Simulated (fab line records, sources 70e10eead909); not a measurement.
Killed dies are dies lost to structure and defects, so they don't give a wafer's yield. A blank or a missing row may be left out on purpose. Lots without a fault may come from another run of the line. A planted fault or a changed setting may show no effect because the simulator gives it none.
A struck lot beside a sound one | flow nand_harc | 18 steps out of a route of 1302
Sound: wafers L779.1, L779.4, L779.6. Struck: wafers L782.2, L782.3, L782.5. The cause comes at the end.
At each step with rows: each side's tool, then ch and its chambers, then its first start. Under that, the readings that differ: sound wafers | struck wafers | difference of the means | sigmas: that difference in standard deviations of wafers without a fault.
alike: readings whose means differ by less than 2 such deviations, and words and numbers that are the same on both sides. not compared: withheld readings, readings that some wafer has no value for, bounds like >300 that may hide the same value, and numbers for which the record gives no deviation and whose values overlap.
The two part at a step that has a row with sigmas, a row that says differs or no value, or rows on one side only. Numbers that don't overlap but have no deviation are shown without sigmas and don't part them. A reading that every wafer of one side lacks parts them only if that side has two wafers or more.

first, 2 steps without rows for these wafers: NHARC_P_STI_SRD_39; NHARC_P_STI_OXIDE_40 (material SiO2, target thk 10 nm, ox time 1362 s).
NHARC_P_STI_INSPECT_25:
  sound on defect_inspect-02, day 6 04:22; struck on defect_inspect-02, day 7 10:05
  alike: raw_defect_count
then, 9 steps without rows for these wafers: NHARC_P_GATE_ETCH_69 (etches SiO2 in dHF, target depth 14 nm); NHARC_P_GATE_PRECLEAN_70 (cleans in SC1); NHARC_P_GATE_SRD_01; NHARC_P_GATE_OXIDE_02 (material SiO2, target thk 37.5 nm, ox time 365 s); NHARC_P_GATE_DEHYDRATE_03 (time 120 s); NHARC_P_GATE_HMDS_04 (time 30 s); NHARC_P_GATE_COAT_05; NHARC_P_GATE_SOFTBAKE_06 (time 95 s); NHARC_P_GATE_EBR_07.
NHARC_P_GATE_EXPOSE_08: exposes mask P HV.
  sound on krf_scanner-01 ch 0, day 6 12:32; struck on krf_scanner-03 ch 0, day 7 18:18
  reading | sound                | struck                  | difference | sigmas
  mask    | P_HV#0 P_HV#0 P_HV#0 | P_PSD#0 P_PSD#0 P_PSD#0 | differs    |
  alike: focus_offset_nm
then, 2 steps without rows for these wafers: NHARC_P_GATE_PEB_09 (peb time 85 s); NHARC_P_GATE_DEVELOP_10 (time 70 s).
NHARC_P_GATE_CD_MEAS_11: target cd 1640 nm.
  sound on cd_sem-02 ch 0, day 6 12:41; struck on cd_sem-03 ch 0, day 7 18:27
  reading    | sound                | struck | difference                    | sigmas
  cd_nm (nm) | 1639.2 1640.1 1642.2 | - - -  | no value on the struck wafers |
then, 1 step without rows for these wafers: NHARC_P_GATE_HARDBAKE_12 (time 80 s).
-- the record jumps here: 20 days lie between the struck wafers' starts before and after (it left off in module P_GATE and takes up again in module END, whose first step shown is number 1302 of the route) --
NHARC_END_SORT_01:
  sound on prober-01 ch 0, day 26 02:36; struck on prober-02 ch 0, day 27 11:06
  reading             | sound | struck      | difference | sigmas
  killed_at_periphery | 0 0   | 630 620 615 | +622       | +99 or more
  killed_dies         | 60 90 | 677 677 677 | +602       | +38
  alike: killed_at_array, killed_at_other, killed_open, killed_short

WHERE THEY PART
First at NHARC_P_GATE_EXPOSE_08; last, within this record, at NHARC_END_SORT_01.

WHY: what the simulator had put in
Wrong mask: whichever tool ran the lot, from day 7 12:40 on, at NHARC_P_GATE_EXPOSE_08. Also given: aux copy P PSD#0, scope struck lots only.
